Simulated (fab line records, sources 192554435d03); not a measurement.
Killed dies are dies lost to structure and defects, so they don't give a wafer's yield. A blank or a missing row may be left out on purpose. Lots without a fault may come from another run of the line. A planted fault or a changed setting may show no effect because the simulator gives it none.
Chamber matching | flow n5_finfet | N5_BEOL_M10_ETCH_66 on rie_diel-03: 4 sister chambers
The step etches SOC in N2/H2, target depth 120 nm, overetch 24 nm, time 180 s. 4 wafers are shown with their chamber, then 7 later ones without.

WAFERS WITH THEIR CHAMBER
wafer  | chamber | showerhead_plenum_p_Torr (Torr)
L079.5 | 0       | 2.63
L086.5 | 3       | 2.43
L091.1 | 2       | 2.43
L091.4 | 1       | 2.53

WAFERS WITHOUT THEIR CHAMBER
wafer  | showerhead_plenum_p_Torr (Torr)
L091.6 | 2.43
L092.2 | 2.43
L092.3 | 2.43
L092.6 | 2.43
L097.1 | 2.52
L097.3 | 2.43
L097.4 | 2.61

WHICH CHAMBER EACH WENT THROUGH
wafer  | from the rows above     | in truth
L091.6 | can't be placed: 2 or 3 | 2
L092.2 | can't be placed: 2 or 3 | 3
L092.3 | can't be placed: 2 or 3 | 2
L092.6 | can't be placed: 2 or 3 | 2
L097.1 | 1                       | 1
L097.3 | can't be placed: 2 or 3 | 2
L097.4 | 0                       | 0
Placed correctly: 2 of 7. Can't be placed from these rows: 5 (the true chamber is among the candidates in 5). Placed wrongly: 0.
How it was worked out, from the rows above alone: a wafer's distance from a chamber is the root of the sum, over the readings, of the square of ((its reading less the chamber's mean) divided by the reading's scatter). The wafer belongs to the nearest chamber; if the next one is less than 2 further off, it can't be placed. A chamber's mean is the mean of its shown wafers. The scatter: with one shown wafer a chamber, the root of the mean of the squares of how far each hidden wafer lies from its nearest shown one.
